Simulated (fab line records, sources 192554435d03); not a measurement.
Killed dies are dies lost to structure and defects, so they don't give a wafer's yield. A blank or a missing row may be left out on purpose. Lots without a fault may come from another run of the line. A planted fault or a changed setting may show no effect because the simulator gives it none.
fab line records | flow n5_finfet
record lots=7 wafers=21 last_day=15
route steps=1938 shown BEOL_M12@1655 BEOL_M13@1659
lots that met no fault: from a run of the same line without faults
start_h: hours from the record's first day to the start of the lot's first wafer shown | wait_h: hours since the lot's step before | " the same as in the row above | L1.1+2: a row that stands for several wafers | - no value, or no start given | * or withheld: withheld | < > ~ a bound
route shown NAME@n: a module of which the file shows steps, and the number in the route of the first | usual: mean/standard deviation of fault-free wafers | same: alike in all rows | chamber/n: place in a boat | sites: the reading at each site | _std_site: their standard deviation | _edge_site: outer sites' mean less inner sites' | radius_mm: how far each site lies from the wafer's centre | mask NAME#n: copy n | behind: the tool/chamber that last shaped the wafer | hold: why the lot was held/for how many hours/how that ended | device: the transistor (n, p or np) that didn't switch | end of line: the same wafers' tests at the end of the route | a step without rows: its recipe alone | killed: dies lost to structure and defects at the first sort, not the wafer's yield | map: a wafer's dies, x killed, . not, _ none there
set.NAME: the setting as run; set.NAME@STEP: as run at that earlier step | model.NAME: the simulator's own value behind a step, which no gauge read
lots at some steps of the route; a table a step, a row a wafer
services: from which hour (start_h, from the record's first day; less than 0 if before it) a tool's chamber was out of use, for how many hours, and why
## steps
# step N5_BEOL_M12_PRE_CLEAN_52
# recipe gas=NH3 time_s=15 temp_c=withheld rf_power_w=300
# step N5_BEOL_M12_DEP_53
# recipe material=SiCN target_thk_a=300 temp_c=withheld precursor=3MS/NH3 pressure_torr=3 rf_w=675 time_s=10.5
# usual showerhead_plenum_p_Torr=4.168/0.022 showerhead_vpp_V=1565/63 throttle_valve_pct=18.1/0.56
# same time_s=10.5
# columns lot.wafer tool chamber start_h wait_h showerhead_plenum_p_Torr showerhead_vpp_V throttle_valve_pct
L900.3 pecvd-03 1 251.09 0.0 4.167 1520 18.1
L900.4 " 1 " " 4.160 1510 18.4
L900.5 " 0 " " 4.191 1586 17.7
L902.1 pecvd-03 0 260.52 1.3 4.200 1593 17.5
L902.2 " 2 " " 4.137 1652 17.7
L902.3 " 1 " " 4.165 1542 18.3
L903.2 pecvd-03 2 268.29 0.0 4.146 1621 17.9
L903.5 " 0 " " 4.198 1627 17.5
L903.6 " 1 " " 4.157 1522 18.1
L905.1 pecvd-03 0 276.53 0.0 4.203 1608 17.3
L905.4 " 1 " " 4.165 1508 17.9
L905.5 " 0 " " 4.205 1603 17.4
L904.1 pecvd-03 2 283.81 0.0 4.137 1641 18.2
L904.3 " 0 " " 4.206 1608 17.6
L904.5 " 1 " " 4.172 1518 17.4
L913.3 pecvd-03 1 331.06 0.0 4.163 1528 18.0
L913.4 " 0 " " 4.198 1584 17.5
L913.6 " 0 " " 4.200 1618 17.5
L912.2 pecvd-03 0 331.43 0.0 4.193 1649 17.5
L912.3 " 0 " " 4.197 1611 17.4
L912.5 " 0 " " 4.207 1591 17.5
# step N5_BEOL_M12_RS_MEAS_54
# recipe thk_meas_gauge=four-point-probe reads=Cu_of_BEOL_M12_ECD_47+Ta_of_BEOL_M12_SPUTTER_44+TaN_of_BEOL_M12_SPUTTER_43
# usual M12_RS=0.0599/0.00077
# columns lot.wafer tool chamber start_h wait_h M12_RS[ohm/sq]
L900.3 film_metro-01 - 251.16 0.0 0.0590
L900.4 " - " " 0.0599
L900.5 " - " " 0.0598
L902.1 film_metro-02 - 260.58 0.0 0.0600
L902.2 " - " " 0.0596
L902.3 " - " " 0.0606
L903.2 film_metro-02 - 268.36 0.0 0.0594
L903.5 " - " " 0.0586
L903.6 " - " " 0.0592
L905.1 film_metro-01 - 276.59 0.0 0.0604
L905.4 " - " " 0.0604
L905.5 " - " " 0.0599
L904.1 film_metro-01 - 283.88 0.0 0.0580
L904.3 " - " " 0.0591
L904.5 " - " " 0.0593
L913.3 film_metro-02 - 331.12 0.0 0.0610
L913.4 " - " " 0.0609
L913.6 " - " " 0.0610
L912.2 film_metro-01 - 331.51 0.1 0.0606
L912.3 " - " " 0.0602
L912.5 " - " " 0.0591
# step N5_BEOL_M12_INSPECT_55
# recipe inspect_instrument=darkfield mode=post_dep
# usual raw_defect_count=74/25
# columns lot.wafer tool chamber start_h wait_h raw_defect_count
L900.3 defect_inspect-02 - 251.18 0.0 72
L900.4 " - " " 70
L900.5 " - " " 52
L902.1 defect_inspect-02 - 260.61 0.0 83
L902.2 " - " " 71
L902.3 " - " " 67
L903.2 defect_inspect-01 - 268.38 0.0 61
L903.5 " - " " 45
L903.6 " - " " 40
L905.1 defect_inspect-02 - 276.62 0.0 61
L905.4 " - " " 93
L905.5 " - " " 52
L904.1 defect_inspect-01 - 283.90 0.0 58
L904.3 " - " " 86
L904.5 " - " " 106
L913.3 defect_inspect-02 - 331.15 0.0 69
L913.4 " - " " 69
L913.6 " - " " 90
L912.2 defect_inspect-01 - 331.54 0.0 79
L912.3 " - " " 79
L912.5 " - " " 40
# step N5_BEOL_M13_ILD_DEP_00
# recipe material=SiOC target_thk_a=8379.2 temp_c=350 precursor=DEMS/O2 pressure_torr=5 rf_w=500 time_s=166.4
# usual heater_power_w=468/61 showerhead_plenum_p_Torr=5.698/0.016 showerhead_vpp_V=1368/45 throttle_valve_pct=12.0/0.57
# same time_s=166.4
# columns lot.wafer tool chamber start_h wait_h heater_power_w showerhead_plenum_p_Torr showerhead_vpp_V throttle_valve_pct
L900.3 pecvd-02 0 251.22 0.0 496 5.721 1342 12.1
L900.4 " 0 " " 526 5.724 1319 11.8
L900.5 " 1 " " 489 5.689 1432 11.3
L902.1 pecvd-02 2 260.64 0.0 484 5.682 1394 11.1
L902.2 " 0 " " 567 5.713 1336 12.2
L902.3 " 1 " " 461 5.687 1457 11.5
L903.2 pecvd-02 0 268.42 0.0 503 5.718 1313 12.2
L903.5 " 1 " " 516 5.690 1416 11.5
L903.6 " 2 " " 478 5.689 1381 11.2
L905.1 pecvd-02 1 276.66 0.0 493 5.682 1415 11.7
L905.4 " 1 " " 407 5.700 1424 11.6
L905.5 " 2 " " 582 5.674 1390 10.9
L904.1 pecvd-04 2 283.94 0.0 504 5.713 1342 12.0
L904.3 " 1 " " 466 5.674 1416 13.0
L904.5 " 2 " " 388 5.698 1382 11.9
L913.3 pecvd-04 2 331.18 0.0 499 5.710 1378 12.0
L913.4 " 0 " " 333 5.704 1305 12.2
L913.6 " 1 " " 359 5.671 1377 12.8
L912.2 pecvd-04 0 331.57 0.0 390 5.710 1304 12.3
L912.3 " 1 " " 422 5.695 1426 12.8
L912.5 " 2 " " 401 5.705 1375 12.2
# step N5_BEOL_M13_THK_MEAS_01
# recipe reads=SiOC_of_BEOL_M13_ILD_DEP_00
# usual M13_ILD_THK=836/11
# columns lot.wafer tool chamber start_h wait_h M13_ILD_THK[nm]
L900.3 film_metro-01 - 251.37 0.1 829
L900.4 " - " " 849
L900.5 " - " " 861
L902.1 film_metro-01 - 260.80 0.1 857
L902.2 " - " " 849
L902.3 " - " " 853
L903.2 film_metro-01 - 268.57 0.1 835
L903.5 " - " " 854
L903.6 " - " " 848
L905.1 film_metro-02 - 276.87 0.2 836
L905.4 " - " " 847
L905.5 " - " " 849
L904.1 film_metro-01 - 284.09 0.1 837
L904.3 " - " " 838
L904.5 " - " " 855
L913.3 film_metro-01 - 331.34 0.1 833
L913.4 " - " " 830
L913.6 " - " " 837
L912.2 film_metro-02 - 331.72 0.1 829
L912.3 " - " " 835
L912.5 " - " " 851
# step N5_BEOL_M13_COAT_58
# recipe resist=BARC temp_c=205 time_s=60 spin_rpm=1500 resist_thk_nm=89
# step N5_BEOL_M13_COAT_04
# recipe spin_rpm=1625 resist_thk_nm=400
# step N5_BEOL_M13_EBR_06
# recipe solvent=PGMEA ebr_width_mm=1.5
# step N5_BEOL_M13_SOFTBAKE_05
# recipe temp_c=130 time_s=60
# step N5_BEOL_M13_EXPOSE_07
# recipe mask_id=V12 na=0.93 source_shape=conventional sigma_outer=0.6 polarization=unpolarized attpsm_phase_deg=180 dose_mj=24.8
# step N5_BEOL_M13_PEB_08
# recipe peb_temp_c=130 peb_time_s=90
# step N5_BEOL_M13_DEVELOP_09
# recipe develop_time_s=45 rinse_liquid=diw dry=air_spin dev_temp_c=21
# usual chill_plate_temp_C=23.01/0.1 develop_time_s=45/0 exhaust_pa=44.7/1
# columns lot.wafer tool chamber start_h wait_h chill_plate_temp_C develop_time_s exhaust_pa model.coat_of_BEOL_M13_COAT_04.thk_nm
L900.3 litho_track-02 0 251.56 - 22.98 45 45.3 385.2
L900.4 " 0 " " 23.08 45 43.0 383.8
L900.5 " 0 " " 23.11 45 44.3 384.2
L902.1 litho_track-03 - 261.11 - - - - 398
L902.2 " - " " - - - 398.6
L902.3 " - " " - - - 398.8
L903.2 litho_track-02 - 268.89 - - - - 399.8
L903.5 " - " " - - - 399.6
L903.6 " - " " - - - 399.2
L905.1 litho_track-01 - 277.19 - - - - 398.4
L905.4 " - " " - - - 399.8
L905.5 " - " " - - - 397.8
L904.1 litho_track-02 0 284.41 - 22.95 45 44.0 385.8
L904.3 " 0 " " 23.10 45 44.5 385
L904.5 " 0 " " 23.07 45 44.3 386.6
L913.3 litho_track-03 0 331.65 - 23.06 45 46.0 386.6
L913.4 " 0 " " 23.25 45 46.0 386.4
L913.6 " 0 " " 23.12 45 45.0 387.8
L912.2 litho_track-02 0 335.44 - 22.90 45 45.1 386.2
L912.3 " 0 " " 23.02 45 44.9 385.4
L912.5 " 0 " " 22.99 45 44.1 384.6
# step N5_BEOL_M13_HARDBAKE_14
# recipe temp_c=130 time_s=120
## services
# columns tool chamber start_h hours kind
pecvd-02 0 274.56 2.1 scheduled_down
pecvd-04 1 284.82 5.5 scheduled_down
pecvd-03 0 288.33 5.5 scheduled_down
litho_track-01 - 316.63 - consumable_replace:filter
pecvd-03 2 330.10 2.1 scheduled_down
pecvd-03 0 332.84 21.3 repair
## key
first_sign step=N5_BEOL_M13_DEVELOP_09 reading=tool_record direction=missing
effect none on later readings
model_effect step=N5_BEOL_M13_DEVELOP_09 value=coat_of_BEOL_M13_COAT_04.thk_nm without=384.7 struck=398.9
met_at N5_BEOL_M13_DEVELOP_09
struck_wafers L902.1,L902.2,L902.3,L903.2,L903.5,L903.6,L905.1,L905.4,L905.5
later_rows_left_out L902.1,L902.2,L902.3,L903.2,L903.5,L903.6,L905.1,L905.4,L905.5
sort_left_out L902.1,L902.2,L902.3,L903.2,L903.5,L903.6,L905.1,L905.4,L905.5
onset_between 251.56 261.11
fault kind=skipped_step_whole tool=litho_track-01,litho_track-02,litho_track-03 chamber=- onset_h=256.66 steps=N5_BEOL_M13_DEVELOP_09 scope=struck_lots_only
# sort_left_out: the simulated sort isn't trusted on such a fault, so these wafers' sort isn't shown, and their yield isn't known
# later_rows_left_out: the simulator's readings of these wafers behind a module that went badly wrong aren't trusted and aren't shown, but for the sort
